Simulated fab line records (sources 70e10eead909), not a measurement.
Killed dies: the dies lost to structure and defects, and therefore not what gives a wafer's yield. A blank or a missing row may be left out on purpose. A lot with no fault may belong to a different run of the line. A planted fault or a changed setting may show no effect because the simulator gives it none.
fab line records ; flow nand_harc
record lots=12; wafers=35; last_day=24
route steps=1159 shown P_ZERO_WELL@68 P_STI@85
lots that met no fault: from a run of the same line without faults
start_h: hours from the record's opening day to when the first of the lot's shown wafers began ; wait_h: hours since the lot's step before ; " unchanged from the row above ; L1.1+2: a single row standing in for several wafers ; - either no value or no given start ; * or withheld: withheld ; < > ~ a bound
route shown NAME@n: names a module that has steps shown in the file, with the first one's number in the route ; usual: mean/standard deviation taken from wafers without a fault ; same: alike in all rows ; chamber/n: place in a boat ; sites: per-site readings ; _std_site: the values' standard deviation ; _edge_site: mean of outer sites minus mean of inner sites ; radius_mm: for every site, how far away it sits from the centre of the wafer ; mask NAME#n: copy n ; behind: tool/chamber where the wafer was last shaped ; hold: what put the lot on hold/how long, in hours/how the hold closed ; device: the transistor (n, p or np) that didn't switch ; end of line: tests of these same wafers at the route's end ; a step given without rows: its recipe and nothing more ; killed: dies lost to structure and defects at the first sort, not the wafer's yield ; map: per-die view of a wafer (x killed, . not killed, _ where there is no die)
set.NAME: the setting as run; set.NAME@STEP: as run at that earlier step ; model.NAME: the simulator's own value behind a step, which no gauge read
route steps across a sampled set of lots; one table per step, one row per wafer
services: when a tool's chamber went out of use (start_h, in hours from the record's first day, below 0 if earlier), for how many hours, and the reason
## steps
# step NHARC_P_ZERO_WELL_INSPECT_43
# usual raw_defect_count=15/6.9
lot.wafer;tool;chamber;start_h;wait_h;raw_defect_count
L425.1;defect_inspect-02;-;19.39;0.6;15
L425.2;defect_inspect-02;-;19.39;0.6;27
L425.3;defect_inspect-02;-;19.39;0.6;14
L426.2;defect_inspect-02;-;25.98;0.5;12
L426.3;defect_inspect-02;-;25.98;0.5;16
L426.4;defect_inspect-02;-;25.98;0.5;8
L428.1;defect_inspect-01;-;37.48;0.6;13
L428.3;defect_inspect-01;-;37.48;0.6;27
L428.4;defect_inspect-01;-;37.48;0.6;12
L429.2;defect_inspect-02;-;43.24;0.5;13
L429.5;defect_inspect-02;-;43.24;0.5;7
L429.6;defect_inspect-02;-;43.24;0.5;9
L430.1;defect_inspect-02;-;49.58;0.6;23
L430.4;defect_inspect-02;-;49.58;0.6;17
L430.6;defect_inspect-02;-;49.58;0.6;7
L431.1;defect_inspect-02;-;55.39;0.6;23
L431.5;defect_inspect-02;-;55.39;0.6;15
L431.6;defect_inspect-02;-;55.39;0.6;18
L435.4;defect_inspect-01;-;79.43;0.2;9
L435.5;defect_inspect-01;-;79.43;0.2;7
L435.6;defect_inspect-01;-;79.43;0.2;6
L437.1;defect_inspect-01;-;91.39;0.6;9
L437.2;defect_inspect-01;-;91.39;0.6;5
L437.6;defect_inspect-01;-;91.39;0.6;6
L441.4;defect_inspect-01;-;115.57;0.2;19
L441.6;defect_inspect-01;-;115.57;0.2;22
L445.2;defect_inspect-01;-;140.26;0.9;9
L445.4;defect_inspect-01;-;140.26;0.9;13
L445.5;defect_inspect-01;-;140.26;0.9;6
L446.3;defect_inspect-02;-;145.56;0.4;14
L446.4;defect_inspect-02;-;145.56;0.4;17
L446.5;defect_inspect-02;-;145.56;0.4;16
L447.1;defect_inspect-02;-;151.44;0.6;18
L447.2;defect_inspect-02;-;151.44;0.6;14
L447.6;defect_inspect-02;-;151.44;0.6;10
# step NHARC_P_STI_INSPECT_11
# usual raw_defect_count=5/3
lot.wafer;tool;chamber;start_h;wait_h;raw_defect_count
L425.1;defect_inspect-01;-;38.46;0.0;4
L425.2;defect_inspect-01;-;38.46;0.0;4
L425.3;defect_inspect-01;-;38.46;0.0;5
L426.2;defect_inspect-02;-;38.62;0.0;3
L426.3;defect_inspect-02;-;38.62;0.0;2
L426.4;defect_inspect-02;-;38.62;0.0;5
L428.1;defect_inspect-01;-;53.52;0.0;2
L428.3;defect_inspect-01;-;53.52;0.0;6
L428.4;defect_inspect-01;-;53.52;0.0;10
L429.2;defect_inspect-02;-;58.79;0.0;5
L429.5;defect_inspect-02;-;58.79;0.0;4
L429.6;defect_inspect-02;-;58.79;0.0;5
L430.1;defect_inspect-02;-;65.16;0.0;8
L430.4;defect_inspect-02;-;65.16;0.0;5
L430.6;defect_inspect-02;-;65.16;0.0;7
L431.1;defect_inspect-01;-;70.82;0.0;9
L431.5;defect_inspect-01;-;70.82;0.0;2
L431.6;defect_inspect-01;-;70.82;0.0;4
L435.4;defect_inspect-01;-;96.54;0.0;5
L435.5;defect_inspect-01;-;96.54;0.0;5
L435.6;defect_inspect-01;-;96.54;0.0;1
L437.1;defect_inspect-02;-;108.45;0.0;2
L437.2;defect_inspect-02;-;108.45;0.0;3
L437.6;defect_inspect-02;-;108.45;0.0;1
L441.4;defect_inspect-01;-;130.01;0.0;13
L441.6;defect_inspect-01;-;130.01;0.0;5
L446.3;defect_inspect-02;-;157.86;0.0;1
L446.4;defect_inspect-02;-;157.86;0.0;7
L446.5;defect_inspect-02;-;157.86;0.0;5
L445.2;defect_inspect-01;-;158.01;0.0;2
L445.4;defect_inspect-01;-;158.01;0.0;7
L445.5;defect_inspect-01;-;158.01;0.0;5
L447.1;defect_inspect-01;-;168.01;0.0;5
L447.2;defect_inspect-01;-;168.01;0.0;12
L447.6;defect_inspect-01;-;168.01;0.0;5
# step NHARC_P_STI_ETCH_31
# recipe target_depth_a=1089; time_s=54.5; cf4_flow_sccm=100; chf3_flow_sccm=30; ar_flow_sccm=0; rf_w=500; bias_w=200; chemistry=CF4/CHF3
# usual drypump_motor_current_A=5.9/0.56; oes_product_au=0.955/0.021; rf_vpp_V=371.5/2.5; showerhead_plenum_p_Torr=1.60/0.071; throttle_valve_pct=16.803/0.0087
lot.wafer;tool;chamber;start_h;wait_h;drypump_motor_current_A;oes_product_au;rf_hours_counter_h;rf_vpp_V;showerhead_plenum_p_Torr;throttle_valve_pct
L425.2;rie_diel-11;2;-;-;5.8;0.966;1.5;371.2;1.53;16.808
L425.1;rie_diel-11;3;-;-;5.3;0.977;1.4;374.0;1.68;16.798
L425.3;rie_diel-11;0;-;-;6.3;0.953;1.3;371.4;1.59;16.823
L426.2;rie_diel-10;0;-;-;6.2;0.958;0.7;372.8;1.67;16.808
L426.3;rie_diel-10;2;-;-;6.5;0.951;0.6;371.2;1.58;16.800
L426.4;rie_diel-10;3;-;-;5.7;0.952;0.6;373.6;1.64;16.811
L428.1;rie_diel-11;3;-;-;5.3;0.946;2.1;373.4;1.68;16.809
L428.4;rie_diel-11;0;-;-;6.3;0.960;2.1;371.6;1.59;16.793
L428.3;rie_diel-11;1;-;-;5.6;0.981;2.1;371.5;1.59;16.812
L429.2;rie_diel-10;3;-;-;5.7;0.937;1.2;373.6;1.64;16.791
L429.6;rie_diel-10;2;-;-;6.5;0.927;-;370.8;1.58;16.802
L429.5;rie_diel-10;3;-;-;5.7;0.929;-;373.4;1.64;16.807
L430.4;rie_diel-11;1;-;-;5.7;0.987;3.0;372.6;1.59;16.788
L430.1;rie_diel-11;0;-;-;6.3;0.978;2.8;371.0;1.59;16.800
L430.6;rie_diel-11;1;-;-;5.7;0.988;-;370.3;1.59;16.808
L431.1;rie_diel-10;0;-;-;6.2;0.979;1.5;374.0;1.67;16.797
L431.5;rie_diel-10;2;-;-;6.4;0.964;-;369.5;1.58;16.800
L431.6;rie_diel-10;3;-;-;5.7;0.984;-;371.6;1.64;16.800
L435.4;rie_diel-06;0;-;-;6.7;0.958;0.9;370.2;1.56;16.801
L435.6;rie_diel-06;2;-;-;6.6;0.970;-;373.7;1.69;16.816
L435.5;rie_diel-06;3;-;-;5.4;0.969;-;373.3;1.66;16.796
L437.2;rie_diel-10;0;-;-;6.1;0.963;2.6;373.0;1.67;16.805
L437.1;rie_diel-10;2;-;-;6.5;0.964;2.5;368.2;1.58;16.812
L437.6;rie_diel-10;0;-;-;6.2;0.966;-;375.6;1.67;16.805
L441.4;rie_diel-06;1;-;-;5.4;0.941;2.2;368.1;1.49;16.798
L441.6;rie_diel-06;2;-;-;6.6;0.975;-;374.5;1.69;16.801
L446.3;rie_diel-06;0;-;-;6.7;0.934;3.0;370.9;1.56;16.802
L446.4;rie_diel-06;1;-;-;5.4;0.935;3.3;366.8;1.49;16.817
L446.5;rie_diel-06;1;-;-;5.4;0.941;-;367.9;1.49;16.791
L445.4;rie_diel-10;2;-;-;6.4;0.915;3.6;370.4;1.58;16.802
L445.2;rie_diel-10;3;-;-;5.6;0.930;3.4;372.9;1.64;16.785
L445.5;rie_diel-10;1;-;-;5.0;0.912;-;369.5;1.51;16.795
L447.2;rie_diel-06;2;-;-;6.6;0.977;3.2;375.1;1.69;16.788
L447.1;rie_diel-06;0;-;-;6.7;0.952;3.2;371.4;1.56;16.801
L447.6;rie_diel-06;3;-;-;5.4;0.972;-;373.1;1.66;16.808
# step NHARC_P_STI_ETCH_15
# recipe target_depth_a=3000; taper_deg=4; time_s=100.1; hbr_flow_sccm=150; cl2_flow_sccm=50; rf_w=400; icp_w=400; bias_w=100; chemistry=HBr/Cl2
# usual drypump_motor_current_A=5.9/0.42; oes_product_au=0.994/0.013; throttle_valve_pct=26.405/0.0085
lot.wafer;tool;chamber;start_h;wait_h;drypump_motor_current_A;oes_product_au;rf_hours_counter_h;throttle_valve_pct
L425.3;rie_si-05;1;38.89;-;6.2;0.990;0.9;26.405
L425.1;rie_si-05;2;38.89;-;6.1;0.993;0.9;26.420
L425.2;rie_si-05;3;38.89;-;6.4;0.999;1.0;26.407
L426.3;rie_si-03;2;39.04;-;5.8;1.002;0.4;26.412
L426.2;rie_si-03;3;39.04;-;6.0;0.999;0.4;26.390
L426.4;rie_si-03;0;39.04;-;4.9;1.021;0.4;26.406
L428.1;rie_si-05;2;53.95;-;6.1;0.992;1.1;26.399
L428.4;rie_si-05;3;53.95;-;6.4;1.002;1.1;26.416
L428.3;rie_si-05;0;53.95;-;5.9;0.993;1.1;26.409
L429.2;rie_si-03;2;59.20;-;5.9;0.997;0.5;26.413
L429.6;rie_si-03;2;59.20;-;5.9;0.991;-;26.416
L429.5;rie_si-03;3;59.20;-;6.0;0.994;-;26.410
L430.1;rie_si-03;2;65.57;-;5.8;0.994;0.6;26.417
L430.4;rie_si-03;0;65.57;-;4.9;1.007;0.6;26.404
L430.6;rie_si-03;2;65.57;-;5.9;0.990;-;26.404
L431.1;rie_si-05;1;71.28;-;6.1;1.006;0.0;26.407
L431.5;rie_si-05;2;71.28;-;6.1;0.979;-;26.400
L431.6;rie_si-05;3;71.28;-;6.3;0.976;-;26.402
L435.4;rie_si-02;3;96.97;-;5.5;0.991;0.3;26.404
L435.5;rie_si-02;2;96.97;-;6.4;0.990;-;26.408
L435.6;rie_si-02;3;96.97;-;5.6;0.999;-;26.399
L437.2;rie_si-03;1;108.87;-;6.2;0.981;1.0;26.411
L437.1;rie_si-03;3;108.87;-;6.0;0.992;0.9;26.402
L437.6;rie_si-03;1;108.87;-;6.2;0.981;-;26.395
L441.4;rie_si-03;2;130.45;-;5.9;0.987;1.2;26.397
L441.6;rie_si-03;0;130.45;-;4.9;1.454;-;26.419
L446.3;rie_si-02;3;158.38;-;5.5;0.992;0.7;26.398
L446.4;rie_si-02;0;158.38;-;5.2;1.004;0.7;26.411
L446.5;rie_si-02;3;158.38;-;5.6;0.995;-;26.411
L445.4;rie_si-05;0;158.44;-;5.9;0.991;0.5;26.406
L445.2;rie_si-05;2;158.44;-;6.1;0.969;0.8;26.384
L445.5;rie_si-05;3;158.44;-;6.4;0.977;-;26.423
L447.1;rie_si-05;1;168.43;-;6.1;0.988;0.7;26.397
L447.2;rie_si-05;2;168.43;-;6.1;0.993;0.8;26.401
L447.6;rie_si-05;0;168.43;-;5.9;0.993;-;26.406
# step NHARC_P_STI_OCD_MEAS_17
# usual trench_depth_nm=298/6; trench_foot_cd_nm=158/3.3
lot.wafer;tool;chamber;start_h;wait_h;trench_depth_nm;trench_foot_cd_nm
L425.1;ocd-02;-;39.12;0.1;298;155
L425.2;ocd-02;-;39.12;0.1;298;152
L425.3;ocd-02;-;39.12;0.1;296;156
L426.2;ocd-01;-;39.29;0.1;299;159
L426.3;ocd-01;-;39.29;0.1;304;160
L426.4;ocd-01;-;39.29;0.1;310;154
L428.1;ocd-01;-;54.20;0.1;297;156
L428.3;ocd-01;-;54.20;0.1;295;157
L428.4;ocd-01;-;54.20;0.1;300;166
L429.2;ocd-02;-;59.45;0.1;300;164
L429.5;ocd-02;-;59.45;0.1;296;158
L429.6;ocd-02;-;59.45;0.1;298;161
L430.1;ocd-01;-;65.82;0.1;297;155
L430.4;ocd-01;-;65.82;0.1;305;159
L430.6;ocd-01;-;65.82;0.1;299;155
L431.1;ocd-02;-;71.48;0.1;305;158
L431.5;ocd-02;-;71.48;0.1;292;154
L431.6;ocd-02;-;71.48;0.1;291;159
L435.4;ocd-02;-;97.22;0.1;302;160
L435.5;ocd-02;-;97.22;0.1;296;154
L435.6;ocd-02;-;97.22;0.1;303;157
L437.1;ocd-01;-;109.12;0.1;297;154
L437.2;ocd-01;-;109.12;0.1;294;158
L437.6;ocd-01;-;109.12;0.1;292;156
L441.4;ocd-01;-;130.67;0.1;296;157
L441.6;ocd-01;-;130.67;0.1;519;127
L446.3;ocd-01;-;158.64;0.1;295;161
L446.4;ocd-01;-;158.64;0.1;303;157
L446.5;ocd-01;-;158.64;0.1;297;161
L445.2;ocd-02;-;158.68;0.1;283;156
L445.4;ocd-02;-;158.68;0.1;294;158
L445.5;ocd-02;-;158.68;0.1;286;157
L447.1;ocd-02;-;168.67;0.1;294;163
L447.2;ocd-02;-;168.67;0.1;294;162
L447.6;ocd-02;-;168.67;0.1;301;161
## services
tool;chamber;start_h;hours;kind
rie_diel-10;0;33.00;-;clean
rie_diel-10;1;33.00;-;clean
rie_diel-10;2;33.00;-;clean
rie_diel-10;3;33.00;-;clean
rie_si-02;-;34.00;9.0;pm
rie_si-03;-;55.69;0.3;repair
rie_diel-10;0;57.50;-;clean
rie_diel-10;1;57.50;-;clean
rie_diel-10;2;57.50;-;clean
rie_diel-10;3;57.50;-;clean
rie_diel-06;2;60.10;7.8;repair
rie_si-05;-;62.00;9.0;pm
rie_si-05;0;62.00;9.0;vent_cycle
rie_si-05;1;62.00;9.0;vent_cycle
rie_si-05;2;62.00;9.0;vent_cycle
rie_si-05;3;62.00;9.0;vent_cycle
rie_diel-06;-;64.20;9.0;pm
rie_diel-10;3;117.74;11.5;repair
rie_diel-10;1;129.85;4.0;repair
rie_diel-11;-;131.61;0.7;repair
rie_diel-06;2;137.59;1.5;repair
rie_diel-11;3;138.76;12.0;repair
rie_diel-10;0;138.91;2.2;repair
rie_si-03;-;155.00;9.0;pm
## key
first_sign step=NHARC_P_STI_ETCH_15; reading=oes_product_au; direction=up; sigmas=37; usual=0.994; struck=1.454
effect step=NHARC_P_STI_OCD_MEAS_17; reading=trench_depth_nm; direction=up; sigmas=37; usual=298; struck=519
met_at NHARC_P_STI_ETCH_15
struck_lots L441
struck_wafers L441.6
tester_left_out L441
not_acting_at NHARC_P_ZERO_WELL_INSPECT_43,NHARC_P_STI_INSPECT_11,NHARC_P_STI_ETCH_31
onset_between 108.87 130.45
fault kind=process_parameter_drift; tool=rie_si-03; chamber=-; onset_h=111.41; steps=NHARC_P_STI_ETCH_15; channel=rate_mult; offset=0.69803; shape=step; end_h=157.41; scope=struck_wafers_only
# tester_left_out: of these lots the tester's yield and bins aren't shown, on N5 and GAA mostly nor the transistor test; their killed dies are dies lost to structure and defects alone, not to doping, threshold or leakage, so they don't give the yield
